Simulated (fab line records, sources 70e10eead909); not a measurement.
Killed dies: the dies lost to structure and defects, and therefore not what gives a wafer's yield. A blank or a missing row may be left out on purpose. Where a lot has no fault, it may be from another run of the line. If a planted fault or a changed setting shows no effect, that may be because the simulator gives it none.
A lot that was struck, set against a sound lot / flow nandHarc / 17 steps out of a route of 1302
Sound: these wafers, L170.1, L170.3, L170.5. Wafers L175.1, L175.3, L175.4 were the ones struck. The cause is named last.
Order at every step that has rows: each side's tool, ch and its chambers, its first start. Under that, the readings that differ: sound wafers / struck wafers / difference of the means / sigmas: that difference in standard deviations of wafers without a fault.
alike: words and numbers the same on both sides, and readings whose means are apart by under 2 such deviations; not compared: readings that were withheld, readings missing a value for some wafer, numbers with overlapping values and no deviation given by the record, and bounds like >300 which may hide the same value.
The two part at a step that has a row with sigmas, a row that says differs or no value, or rows on one side only. Numbers that have no deviation but don't overlap get no sigmas and don't part them. A reading that every wafer of one side lacks parts them only if that side has two wafers or more.

NHARC_P_GATE_DESCUM_93: chemistry O2, time 3 s.
  sound on rieDiel-03 ch 1,2,3, day 8 21:06; struck on rieDiel-04 ch 0,1,3, day 11 01:46
reading=oesProductAu (a.u.); sound=1.022 1.007 1.000; struck=0.995 0.981 0.989; difference=-0.021; sigmas=-3
  alike: drypumpMotorCurrentA, rfVppV, showerheadPlenumPTorr, throttleValvePct
  not compared: rfHoursCounterH
next, for these wafers, 1 step has no rows: NHARC_P_GATE_IMPLANT_94.
NHARC_P_GATE_STRIP_113: strips in N2/H2, time 740 s.
  sound on plasmaAsher-02 ch 0, day 8 21:26; struck on plasmaAsher-01 ch 0,1, day 11 02:08
reading=heaterPowerW (W); sound=107 106 103; struck=88 85 84; difference=-20; sigmas=-2
  alike: drypumpMotorCurrentA
  not compared: rfHoursCounterH
NHARC_P_GATE_STRIP_95: strips in O2.
  sound on plasmaAsher-02 ch 0, day 8 22:09; struck on plasmaAsher-01 ch 0,1, day 11 02:51
reading=heaterPowerW (W); sound=382 386 390; struck=322 322 303; difference=-70; sigmas=-2
  alike: drypumpMotorCurrentA
  not compared: rfHoursCounterH
then, 3 steps without rows for these wafers: NHARC_P_GATE_STRIP_96 (strips in SPM, time 900 s); NHARC_P_GATE_RTA_64 (time 1 s); NHARC_P_GATE_ETCH_77 (etches SiO2 in dHF, target depth 6 nm).
NHARC_P_GATE_DEGAS_109: time 60 s.
  sound: pvdSputter-03 at day 8 23:01; struck: pvdSputter-03 at day 11 03:44
  alike: heaterPowerW
then, 4 steps without rows for these wafers: NHARC_P_GATE_PRE_CLEAN_110 (time 30 s); NHARC_P_GATE_SPUTTER_78 (material Ni, target thk 10 nm); NHARC_P_GATE_SPUTTER_79 (material TiN, target thk 10 nm); NHARC_P_GATE_RTA_80 (time 30 s).
NHARC_P_GATE_STRIP_67: strips in SPM, time 600 s.
  sound on wetBench-09 ch 4,6,7, day 8 23:31; struck on wetBench-09 ch 3,6,7, day 11 04:15
then, 1 step without rows for these wafers: NHARC_P_GATE_RTA_82 (time 30 s).
NHARC_P_GATE_INSPECT_68:
  sound: defectInspect-01 at day 8 23:58; struck: defectInspect-01 at day 11 04:42
reading=rawDefectCount; sound=105 175 174; struck=557 502 661; difference=+422; sigmas=+5
NHARC_P_CONTACT_DEP_30: deposits SiNx, target thk 30 nm.
  sound on pecvd-02 ch 0,2, day 9 00:02; struck on pecvd-03 ch 0,1,2, day 11 04:48
  alike: heaterPowerW
-- break in the record here, with 19 days between the starts of the struck wafers on either side (left off in module P_CONTACT, picked up again in module END, where the first step shown is number 1302 on the route) --
NHARC_END_SORT_01:
  sound on prober-01 ch 0, day 27 20:14; struck on prober-02 ch 0, day 30 00:26
reading=killedAtPeriphery; sound=12 8 6; struck=73 69 60; difference=+59; sigmas=+26
reading=killedDies; sound=99 103 90; struck=161 136 145; difference=+50; sigmas=+2
  alike: killedAtArray, killedAtOther, killedOpen, killedShort

WHERE THEY PART
At NHARC_P_GATE_DESCUM_93 first; at NHARC_END_SORT_01 last (within this record only).

WHY: what the simulator had put in
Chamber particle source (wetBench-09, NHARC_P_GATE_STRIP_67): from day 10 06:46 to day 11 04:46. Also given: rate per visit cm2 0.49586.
